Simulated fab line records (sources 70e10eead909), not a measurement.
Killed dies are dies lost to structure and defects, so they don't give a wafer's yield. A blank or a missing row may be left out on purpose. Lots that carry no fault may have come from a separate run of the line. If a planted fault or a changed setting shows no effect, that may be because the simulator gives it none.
fab line records	flow nand_harc	part 1 of 2: steps 1 to 4 of 6
record: lots: 22	wafers: 66	last_day: 24
route steps=1159 shown A_STAIRCASE@587
lots that met no fault: taken from a fault-free run of the same line
start_h: hours from the record's first day to the start of the lot's first wafer shown	wait_h: hours elapsed since this lot's preceding step	" repeats the value in the row above	L1.1+2: a single row standing in for several wafers	- either no value or no given start	* or withheld: withheld	< > ~ a bound
route shown NAME@n: names a module that has steps shown in the file, with the first one's number in the route	usual: the fault-free wafers' mean and standard deviation	same: alike in all rows	chamber/n: place in a boat	sites: the reading at each site	_std_site: how widely they spread, as a standard deviation	_edge_site: the outer-site mean with the inner-site mean subtracted	radius_mm: how far each site lies from the wafer's centre	mask NAME#n: copy n	behind: tool/chamber where the wafer was last shaped	hold: why the lot was held/for how many hours/how that ended	device: the n, p or np transistor that did not switch	end of line: tests of these same wafers at the route's end	a step with no rows: only its recipe	killed: the dies lost at the first sort to structure and to defects; this is not the yield of the wafer	map: a wafer's dies, marking killed ones x, the rest . and places with no die _
set.NAME: the setting as run; set.NAME@STEP: as run at that earlier step	model.NAME: the simulator's own value behind a step, which no gauge read
steps of the route over a sample of lots; a table a step, a row a wafer
services: the hour from which a tool's chamber was out of use, counted from the record's first day as start_h (under 0 if before that day), plus the number of hours and why
== steps ==
step: NHARC_A_STAIRCASE_TRIM_193
recipe: time_s: 211.2	o2_flow_sccm: 500	ar_flow_sccm: 0	bias_w: 0	chemistry: O2
usual: drypump_motor_current_A: 5.7/0.36	oes_product_au: 1.003/0.0079	rf_vpp_V: 57.8/0.81	showerhead_plenum_p_Torr: 3.48/0.15	throttle_valve_pct: 17.037/0.0092
lot.wafer	tool	chamber	start_h	wait_h	drypump_motor_current_A	oes_product_au	rf_hours_counter_h	rf_vpp_V	showerhead_plenum_p_Torr	throttle_valve_pct
L074.2	rie_diel-02	2	-	-	5.8	1.007	28	58.1	3.37	17.038
L074.1	"	0	"	"	5.3	1.001	29	59.5	3.59	17.034
L074.5	"	2	"	"	5.9	0.995	-	57.1	3.37	17.039
L075.4	rie_diel-01	3	-	-	5.6	1.001	35	56.4	3.57	17.032
L075.1	"	0	"	"	5.4	0.994	37	56.4	3.36	17.043
L075.5	"	0	"	"	5.4	0.984	-	56.9	3.36	17.037
L077.2	rie_diel-13	0	-	-	5.5	0.997	59	57.3	3.52	17.037
L077.4	"	2	"	"	5.6	0.998	55	56.5	3.27	17.044
L077.6	"	0	"	"	5.5	0.999	-	58.1	3.52	17.035
L076.1	rie_diel-02	0	-	-	5.2	0.998	35	59.0	3.59	17.041
L076.4	"	2	"	"	5.8	0.997	-	57.1	3.37	17.023
L076.6	"	0	"	"	5.2	0.994	-	58.8	3.59	17.050
L078.1	rie_diel-01	2	-	-	6.3	1.012	46	56.7	3.63	17.047
L078.3	"	3	"	"	5.5	1.008	47	57.8	3.56	17.031
L078.5	"	2	"	"	6.4	1.000	-	57.9	3.63	17.056
L080.4	rie_diel-13	1	-	-	6.3	1.008	61	57.4	3.36	17.030
L080.3	"	0	"	"	5.4	0.994	64	57.7	3.52	17.036
L080.5	"	1	"	"	6.3	1.009	-	57.5	3.36	17.029
L082.1	rie_diel-02	3	-	-	6.3	1.009	35	57.7	3.71	17.027
L082.6	"	1	"	"	5.4	1.005	-	56.4	3.32	17.020
L082.5	"	2	"	"	5.9	0.989	-	57.9	3.36	17.022
L081.2	rie_diel-13	0	-	-	5.4	1.003	2	57.4	3.51	17.039
L081.5	"	1	"	"	6.3	1.010	-	56.7	3.36	17.030
L081.6	"	2	"	"	5.7	1.007	-	57.8	3.81	17.049
L084.3	rie_diel-13	1	-	-	6.3	1.006	6	56.6	3.36	17.034
L084.1	"	2	"	"	5.7	1.014	6	58.0	3.80	17.043
L084.4	"	0	"	"	5.5	0.997	6	58.9	3.51	17.050
L083.3	rie_diel-13	2	-	-	5.7	1.008	8	57.7	3.80	17.020
L083.2	"	3	"	"	5.4	1.003	7	57.0	3.46	17.049
L083.1	"	1	"	"	6.3	1.007	8	57.4	3.35	17.044
L085.4	rie_diel-02	0	-	-	5.3	0.998	54	58.5	3.58	17.032
L085.5	"	0	"	"	5.2	0.992	-	57.1	3.58	17.043
L085.6	"	1	"	"	5.4	1.007	-	56.9	3.31	17.047
L086.1	rie_diel-13	2	-	-	5.6	1.009	13	57.9	3.80	17.049
L086.2	"	3	"	"	5.4	1.002	13	58.0	3.46	17.034
L086.3	"	0	"	"	5.5	1.004	14	58.7	3.51	17.044
L088.3	rie_diel-13	2	-	-	5.6	1.021	15	58.0	3.80	17.016
L088.6	"	3	"	"	5.5	1.011	-	58.3	3.46	17.034
L088.5	"	0	"	"	5.5	1.017	-	58.6	3.51	17.039
L091.3	rie_diel-01	1	-	-	5.8	1.010	5	58.2	3.38	17.043
L091.1	"	2	"	"	6.3	1.008	6	57.3	3.62	17.030
L091.5	"	1	"	"	5.8	1.010	-	56.6	3.38	17.032
L090.4	rie_diel-01	3	-	-	5.5	1.008	6	56.6	3.55	17.024
L090.5	"	0	"	"	5.4	1.014	-	58.1	3.35	17.032
L090.6	"	1	"	"	5.8	1.018	-	57.5	3.37	17.033
L087.1	rie_diel-13	1	-	-	6.3	1.004	26	56.3	3.34	17.032
L087.4	"	0	"	"	5.5	0.996	23	57.8	3.50	17.042
L087.6	"	1	"	"	6.3	0.994	-	57.9	3.34	17.027
L089.3	rie_diel-01	1	-	-	5.8	1.008	7	57.7	3.37	17.032
L089.1	"	3	"	"	5.6	1.002	8	58.6	3.55	17.044
L089.6	"	1	"	"	5.8	1.010	-	57.2	3.37	17.026
L093.2	rie_diel-02	1	-	-	5.4	0.993	3	58.5	3.31	17.042
L093.1	"	3	"	"	6.3	1.002	3	57.9	3.70	17.038
L093.6	"	0	"	"	5.2	0.992	-	58.2	3.57	17.041
L092.2	rie_diel-01	1	-	-	5.8	1.012	14	58.4	3.37	17.047
L092.6	"	0	"	"	5.4	1.014	-	58.1	3.34	17.014
L092.5	"	1	"	"	5.8	1.015	-	58.4	3.37	17.035
L096.3	rie_diel-01	1	-	-	5.8	1.007	18	58.2	3.37	17.046
L096.2	"	2	"	"	6.3	1.011	20	58.7	3.61	17.029
L096.4	"	3	"	"	5.6	0.994	21	58.6	3.54	17.045
L094.4	rie_diel-01	2	-	-	6.3	1.016	22	56.9	3.61	17.031
L094.3	"	0	"	"	5.4	1.002	20	58.4	3.34	17.048
L094.6	"	3	"	"	5.5	1.008	-	57.9	3.54	17.039
L097.1	rie_diel-02	2	-	-	5.8	0.985	15	57.4	3.35	17.046
L097.4	"	0	"	"	5.2	0.997	13	59.4	3.57	17.037
L097.5	"	2	"	"	5.8	1.002	-	57.2	3.35	17.038
step: NHARC_A_STAIRCASE_ETCH_221
recipe: target_depth_a: 1000	time_s: 40.5	ion_energy_ev: 400	c4f8_flow_sccm: 20	o2_flow_sccm: 10	ar_flow_sccm: withheld	rf_w: 600	bias_w: 1000	chemistry: C4F8/O2
usual: oes_product_au: 0.946/0.014	rf_fwd_power_W: 592.9/2.6	rf_vpp_V: 894/5.4
lot.wafer	tool	chamber	start_h	wait_h	oes_product_au	rf_fwd_power_W	rf_hours_counter_h	rf_vpp_V
L074.2	rie_diel-02	2	-	-	0.937	596.4	29	891
L074.1	"	1	"	"	0.936	587.8	29	889
L074.5	"	0	"	"	0.954	591.7	-	897
L075.1	rie_diel-13	1	-	-	0.931	592.1	52	891
L075.4	"	0	"	"	0.925	592.8	-	896
L075.5	"	2	"	"	0.934	590.0	-	887
L077.4	rie_diel-01	0	-	-	0.954	595.1	44	890
L077.2	"	2	"	"	0.944	591.3	43	901
L077.6	"	0	"	"	0.947	594.9	-	889
L076.4	rie_diel-13	1	-	-	0.958	592.9	58	890
L076.1	"	2	"	"	0.965	588.3	57	886
L076.6	"	1	"	"	0.955	592.1	-	891
L078.3	rie_diel-01	0	-	-	0.923	596.1	49	890
L078.1	"	1	"	"	0.927	590.4	47	891
L078.5	"	3	"	"	0.928	595.0	-	897
L080.3	rie_diel-02	0	-	-	0.929	592.4	40	898
L080.4	"	2	"	"	0.948	596.9	40	889
L080.5	"	0	"	"	0.933	588.8	-	898
L082.1	rie_diel-13	3	-	-	0.949	592.4	2	893
L082.6	"	0	"	"	0.962	593.2	-	897
L082.5	"	1	"	"	0.957	591.5	-	892
L081.2	rie_diel-02	1	-	-	0.934	589.2	50	890
L081.6	"	2	"	"	0.927	592.4	-	890
L081.5	"	3	"	"	0.936	592.8	-	903
L084.3	rie_diel-01	0	-	-	0.955	594.7	61	889
L084.4	"	1	"	"	0.969	588.4	56	892
L084.1	"	3	"	"	0.941	592.6	60	898
L083.3	rie_diel-02	2	-	-	0.940	593.2	52	890
L083.2	"	0	"	"	0.946	594.2	51	898
L083.1	"	1	"	"	0.951	589.2	53	888
L085.4	rie_diel-13	3	-	-	0.941	587.5	14	893
L085.6	"	1	"	"	0.965	593.0	-	889
L085.5	"	2	"	"	0.960	591.5	-	906
L086.2	rie_diel-02	2	-	-	0.946	595.5	58	890
L086.3	"	0	"	"	0.947	591.5	58	898
L086.1	"	1	"	"	0.950	594.5	60	888
L088.3	rie_diel-02	0	-	-	0.940	592.9	59	898
L088.6	"	2	"	"	0.939	597.9	-	890
L088.5	"	3	"	"	0.945	597.6	-	904
L091.3	rie_diel-02	1	-	-	0.964	586.9	0	889
L091.1	"	2	"	"	0.943	595.8	1	890
L091.5	"	0	"	"	0.977	594.3	-	897
L087.1	rie_diel-02	2	-	-	0.947	595.3	2	889
L087.4	"	3	"	"	0.944	594.1	2	901
L087.6	"	3	"	"	0.954	597.1	-	902
L090.4	rie_diel-13	2	-	-	0.929	591.8	25	904
L090.5	"	2	"	"	0.932	588.8	-	906
L090.6	"	3	"	"	0.924	588.3	-	893
L089.1	rie_diel-01	0	-	-	0.965	596.7	9	889
L089.3	"	1	"	"	0.975	589.7	8	891
L089.6	"	0	"	"	0.956	596.7	-	890
L093.1	rie_diel-01	2	-	-	0.937	593.7	10	900
L093.2	"	0	"	"	0.933	592.7	10	888
L093.6	"	2	"	"	0.931	595.7	-	899
L092.2	rie_diel-01	2	-	-	0.972	594.4	16	900
L092.5	"	3	"	"	0.949	590.2	-	895
L092.6	"	0	"	"	0.957	596.5	-	888
L096.2	rie_diel-01	0	-	-	0.959	592.4	19	889
L096.4	"	1	"	"	0.962	593.2	19	889
L096.3	"	2	"	"	0.969	596.5	21	899
L094.4	rie_diel-02	3	-	-	0.940	595.2	14	900
L094.3	"	0	"	"	0.922	592.9	13	896
L094.6	"	0	"	"	0.918	592.3	-	896
L097.1	rie_diel-02	2	-	-	0.941	594.1	16	889
L097.4	"	0	"	"	0.921	593.6	15	896
L097.5	"	1	"	"	0.932	589.9	-	886
step: NHARC_A_STAIRCASE_TRIM_224
recipe: time_s: 211.2	o2_flow_sccm: 500	ar_flow_sccm: 0	bias_w: 0	chemistry: O2
usual: drypump_motor_current_A: 5.8/0.37	oes_product_au: 1.004/0.0072	rf_vpp_V: 57.6/0.87	showerhead_plenum_p_Torr: 3.48/0.15	throttle_valve_pct: 17.037/0.0086
lot.wafer	tool	chamber	start_h	wait_h	drypump_motor_current_A	oes_product_au	rf_hours_counter_h	rf_vpp_V	showerhead_plenum_p_Torr	throttle_valve_pct
L074.2	rie_diel-02	1	-	-	5.4	0.996	29	56.5	3.33	17.045
L074.1	"	2	"	"	5.8	1.004	29	57.9	3.37	17.051
L074.5	"	2	"	"	5.8	0.996	-	57.6	3.37	17.047
L075.1	rie_diel-13	0	-	-	5.5	0.995	55	56.4	3.52	17.035
L075.4	"	2	"	"	5.7	0.996	-	58.3	3.27	17.046
L075.5	"	1	"	"	6.3	1.009	-	58.0	3.36	17.031
L077.2	rie_diel-01	2	-	-	6.3	1.001	44	57.5	3.64	17.044
L077.4	"	3	"	"	5.5	1.001	44	57.8	3.56	17.027
L077.6	"	2	"	"	6.3	1.004	-	57.4	3.64	17.043
L076.1	rie_diel-13	1	-	-	6.3	1.016	58	57.8	3.36	17.035
L076.4	"	3	"	"	5.4	1.012	61	58.4	3.47	17.033
L076.6	"	1	"	"	6.3	1.020	-	57.8	3.36	17.040
L078.1	rie_diel-01	2	-	-	6.3	1.011	47	56.9	3.63	17.028
L078.3	"	3	"	"	5.6	1.008	48	57.6	3.56	17.034
L078.5	"	3	"	"	5.6	1.002	-	57.2	3.56	17.043
L080.3	rie_diel-02	2	-	-	5.8	0.998	40	57.9	3.37	17.026
L080.4	"	3	"	"	6.2	1.013	30	58.8	3.72	17.036
L080.5	"	1	"	"	5.4	0.996	-	57.1	3.32	17.048
L082.1	rie_diel-13	3	-	-	5.5	1.007	2	57.1	3.46	17.040
L082.6	"	0	"	"	5.5	1.011	-	57.6	3.51	17.031
L082.5	"	1	"	"	6.3	1.000	-	56.0	3.36	17.048
L081.2	rie_diel-02	3	-	-	6.3	1.008	36	57.0	3.71	17.037
L081.6	"	2	"	"	5.9	0.994	-	56.4	3.36	17.045
L081.5	"	3	"	"	6.3	1.002	-	58.4	3.71	17.025
L084.4	rie_diel-01	3	-	-	5.6	1.000	60	59.1	3.55	17.034
L084.3	"	0	"	"	5.4	0.996	61	56.7	3.35	17.055
L084.1	"	1	"	"	5.8	0.995	56	58.0	3.38	17.032
L083.3	rie_diel-02	1	-	-	5.4	0.995	53	58.2	3.32	17.035
L083.2	"	2	"	"	5.8	0.991	53	57.5	3.36	17.031
L083.1	"	0	"	"	5.2	0.996	52	58.0	3.58	17.060
L085.4	rie_diel-13	2	-	-	5.7	1.005	14	59.6	3.80	17.039
L085.5	"	1	"	"	6.3	0.995	-	56.6	3.35	17.027
L085.6	"	2	"	"	5.6	1.011	-	58.8	3.80	17.048
L086.3	rie_diel-02	2	-	-	5.8	1.003	58	56.1	3.36	17.019
L086.2	"	3	"	"	6.3	1.017	47	57.6	3.71	17.041
L086.1	"	0	"	"	5.3	1.004	58	57.1	3.58	17.050
L088.3	rie_diel-02	3	-	-	6.3	1.002	48	57.6	3.71	17.035
L088.6	"	2	"	"	5.8	0.996	-	57.2	3.36	17.060
L088.5	"	3	"	"	6.3	1.014	-	58.1	3.71	17.048
L091.3	rie_diel-02	0	-	-	5.2	1.010	1	57.9	3.57	17.045
L091.1	"	2	"	"	5.8	0.994	1	55.5	3.36	17.033
L091.5	"	0	"	"	5.2	1.006	-	57.1	3.57	17.043
L087.1	rie_diel-02	0	-	-	5.2	0.996	2	55.8	3.57	17.024
L087.4	"	1	"	"	5.4	1.010	2	57.1	3.31	17.047
L087.6	"	2	"	"	5.8	0.990	-	56.6	3.36	17.025
L090.4	rie_diel-13	2	-	-	5.6	1.014	25	58.5	3.79	17.034
L090.5	"	1	"	"	6.3	1.000	-	57.0	3.34	17.030
L090.6	"	2	"	"	5.6	1.012	-	58.2	3.79	17.031
L089.3	rie_diel-01	1	-	-	5.8	1.009	8	57.2	3.37	17.039
L089.1	"	3	"	"	5.6	1.015	9	58.6	3.55	17.041
L089.6	"	2	"	"	6.3	1.005	-	57.3	3.62	17.028
L093.1	rie_diel-01	3	-	-	5.5	1.001	11	58.2	3.54	17.051
L093.2	"	1	"	"	5.8	1.008	10	58.1	3.37	17.032
L093.6	"	2	"	"	6.3	1.012	-	57.3	3.62	17.039
L092.2	rie_diel-01	1	-	-	5.8	1.004	15	58.0	3.37	17.022
L092.6	"	2	"	"	6.3	1.013	-	57.9	3.62	17.038
L092.5	"	3	"	"	5.6	0.998	-	57.2	3.54	17.050
L096.2	rie_diel-01	0	-	-	5.4	1.004	19	58.0	3.34	17.044
L096.4	"	2	"	"	6.3	1.014	21	58.8	3.61	17.030
L096.3	"	3	"	"	5.6	1.007	22	58.3	3.54	17.049
L094.3	rie_diel-02	2	-	-	5.8	1.006	14	56.9	3.35	17.039
L094.4	"	0	"	"	5.2	0.997	13	57.8	3.57	17.037
L094.6	"	1	"	"	5.4	1.003	-	57.5	3.30	17.028
L097.1	rie_diel-02	1	-	-	5.4	1.004	15	55.7	3.30	17.043
L097.4	"	2	"	"	5.8	1.003	16	56.4	3.35	17.027
L097.5	"	3	"	"	6.2	1.009	-	58.9	3.70	17.042
step: NHARC_A_STAIRCASE_ETCH_230
recipe: target_depth_a: 1000	time_s: 40.5	ion_energy_ev: 400	c4f8_flow_sccm: 20	o2_flow_sccm: 10	ar_flow_sccm: withheld	rf_w: 600	bias_w: 1000	chemistry: C4F8/O2
usual: oes_product_au: 0.947/0.014	rf_fwd_power_W: 593.1/2.5	rf_vpp_V: 894/5.3
lot.wafer	tool	chamber	start_h	wait_h	oes_product_au	rf_fwd_power_W	rf_hours_counter_h	rf_vpp_V
L074.1	rie_diel-01	3	-	-	0.941	593.0	37	898
L074.2	"	1	"	"	0.922	592.4	37	891
L074.5	"	3	"	"	0.954	594.6	-	898
L075.1	rie_diel-13	2	-	-	0.936	592.9	52	886
L075.5	"	1	"	"	0.938	589.3	-	890
L075.4	"	2	"	"	0.946	589.6	-	886
L077.2	rie_diel-01	0	-	-	0.961	591.8	45	890
L077.4	"	3	"	"	0.958	595.1	44	896
L077.6	"	0	"	"	0.961	591.9	-	890
L076.1	rie_diel-02	3	-	-	0.961	594.3	27	904
L076.4	"	0	"	"	0.952	593.4	37	898
L076.6	"	3	"	"	0.966	593.5	-	903
L078.1	rie_diel-01	3	-	-	0.945	594.2	48	897
L078.3	"	0	"	"	0.950	598.2	50	891
L078.5	"	1	"	"	0.943	587.1	-	891
L080.4	rie_diel-02	1	-	-	0.947	591.1	41	888
L080.3	"	0	"	"	0.944	593.5	40	898
L080.5	"	1	"	"	0.949	592.0	-	889
L082.1	rie_diel-13	2	-	-	0.954	589.2	3	906
L082.6	"	0	"	"	0.952	592.8	-	894
L082.5	"	1	"	"	0.951	591.9	-	890
L081.2	rie_diel-02	3	-	-	0.960	596.4	37	902
L081.6	"	1	"	"	0.937	591.3	-	888
L081.5	"	2	"	"	0.941	590.6	-	890
L084.1	rie_diel-01	2	-	-	0.939	594.6	58	900
L084.4	"	0	"	"	0.939	595.2	62	891
L084.3	"	1	"	"	0.927	590.9	57	892
L083.3	rie_diel-02	1	-	-	0.935	591.7	54	889
L083.1	"	2	"	"	0.935	594.8	53	891
L083.2	"	0	"	"	0.946	592.5	52	898
L085.4	rie_diel-02	3	-	-	0.963	594.8	47	903
L085.5	"	0	"	"	0.939	592.4	-	897
L085.6	"	1	"	"	0.936	588.0	-	888
L086.2	rie_diel-13	3	-	-	0.944	588.1	15	894
L086.1	"	1	"	"	0.953	591.1	18	890
L086.3	"	2	"	"	0.949	594.4	15	904
L088.3	rie_diel-13	0	-	-	0.962	593.9	18	896
L088.6	"	0	"	"	0.954	594.3	-	895
L088.5	"	1	"	"	0.954	592.4	-	889
L091.3	rie_diel-13	3	-	-	0.966	591.0	23	893
L091.1	"	2	"	"	0.992	590.9	24	904
L091.5	"	0	"	"	0.973	594.8	-	895
L087.4	rie_diel-02	0	-	-	0.945	595.0	2	898
L087.1	"	2	"	"	0.933	597.3	3	889
L087.6	"	0	"	"	0.938	596.2	-	896
L090.4	rie_diel-13	1	-	-	0.944	593.1	28	889
L090.5	"	3	"	"	0.936	591.7	-	893
L090.6	"	0	"	"	0.945	594.0	-	894
L089.1	rie_diel-01	0	-	-	0.947	596.4	9	889
L089.3	"	2	"	"	0.952	596.1	9	899
L089.6	"	0	"	"	0.957	594.3	-	890
L093.2	rie_diel-02	2	-	-	0.958	593.7	4	890
L093.1	"	0	"	"	0.976	594.0	3	899
L093.6	"	1	"	"	0.969	592.3	-	887
L092.2	rie_diel-02	0	-	-	0.906	595.7	7	898
L092.5	"	0	"	"	0.914	594.4	-	898
L092.6	"	1	"	"	0.922	590.6	-	887
L096.2	rie_diel-01	1	-	-	0.947	587.7	19	891
L096.3	"	3	"	"	0.945	594.7	22	896
L096.4	"	0	"	"	0.948	593.3	19	889
L094.4	rie_diel-01	0	-	-	0.937	593.8	23	887
L094.3	"	1	"	"	0.949	587.4	23	890
L094.6	"	3	"	"	0.944	595.5	-	895
L097.1	rie_diel-02	0	-	-	0.931	592.1	16	897
L097.4	"	2	"	"	0.952	592.5	16	891
L097.5	"	1	"	"	0.953	588.5	-	886
